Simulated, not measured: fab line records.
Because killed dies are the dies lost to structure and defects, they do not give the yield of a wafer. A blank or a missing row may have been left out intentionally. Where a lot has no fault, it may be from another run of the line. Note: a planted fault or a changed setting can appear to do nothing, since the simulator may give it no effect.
Matching of chambers    flow n5 finfet    rie diel-05 running N5_BEOL_M11_STRIP_19: 4 sister chambers
The step strips in O2. 16 wafers are shown with their chamber, then 8 later ones without.

WAFERS PAIRED WITH THEIR CHAMBERS
wafer   chamber  drypump motor current A (A)  showerhead plenum p Torr (Torr)  throttle valve pct (%)
L074.4  3        6.1                          2.11                             16.73
L074.5  2        4.9                          2.12                             16.51
L074.6  1        6.5                          2.05                             16.45
L076.1  3        6.1                          2.11                             16.73
L076.2  1        6.5                          2.05                             16.46
L076.5  2        4.8                          2.12                             16.52
L080.1  1        6.5                          2.05                             16.48
L080.3  0        5.6                          2.07                             16.93
L080.6  2        4.8                          2.12                             16.56
L084.1  3        6.1                          2.10                             16.75
L084.3  2        4.8                          2.12                             16.56
L084.6  3        6.1                          2.10                             16.77
L090.2  1        6.5                          2.04                             16.49
L090.3  3        6.1                          2.10                             16.77
L090.4  0        5.6                          2.07                             16.95
L088.1  1        6.5                          2.04                             16.51

SIGNATURES, as means of the wafers listed above
reading                   chamber 0  chamber 1  chamber 2  chamber 3  scatter within a chamber
drypump motor current A   5.600      6.500      4.825      6.100      0.025
showerhead plenum p Torr  2.0700     2.0460     2.1200     2.1040     0.00447
throttle valve pct        16.9400    16.4780    16.5375    16.7500    0.0226
Rule: a wafer's distance from a chamber is the root of the sum, over the readings, of the square of ((its reading less the chamber's mean) divided by the reading's scatter). If the next closest chamber is less than 2 further off than the closest, the wafer can't be placed; otherwise it belongs to the closest. The scatter: the root of (the sum of the squares of (reading less its chamber's mean) over the shown wafers, divided by (wafers less chambers)).

WAFERS WITH NO CHAMBER GIVEN
wafer   drypump motor current A (A)  showerhead plenum p Torr (Torr)  throttle valve pct (%)
L088.2  6.1                          2.10                             16.80
L088.5  6.5                          2.04                             16.50
L091.3  6.1                          2.10                             16.80
L091.5  4.8                          2.11                             16.56
L091.6  6.1                          2.10                             16.80
L095.2  5.6                          2.07                             16.48
L095.3  6.1                          2.09                             16.81
L095.5  6.5                          2.04                             16.52

THE CHAMBER EACH PASSED THROUGH
wafer   from the rows above  in truth
L088.2  3                    3
L088.5  1                    1
L091.3  3                    3
L091.5  2                    2
L091.6  3                    3
L095.2  0                    0
L095.3  3                    3
L095.5  1                    1
Correct placement for 8 of the 8. From these rows, 0 cannot be placed. Number placed wrongly: 0.
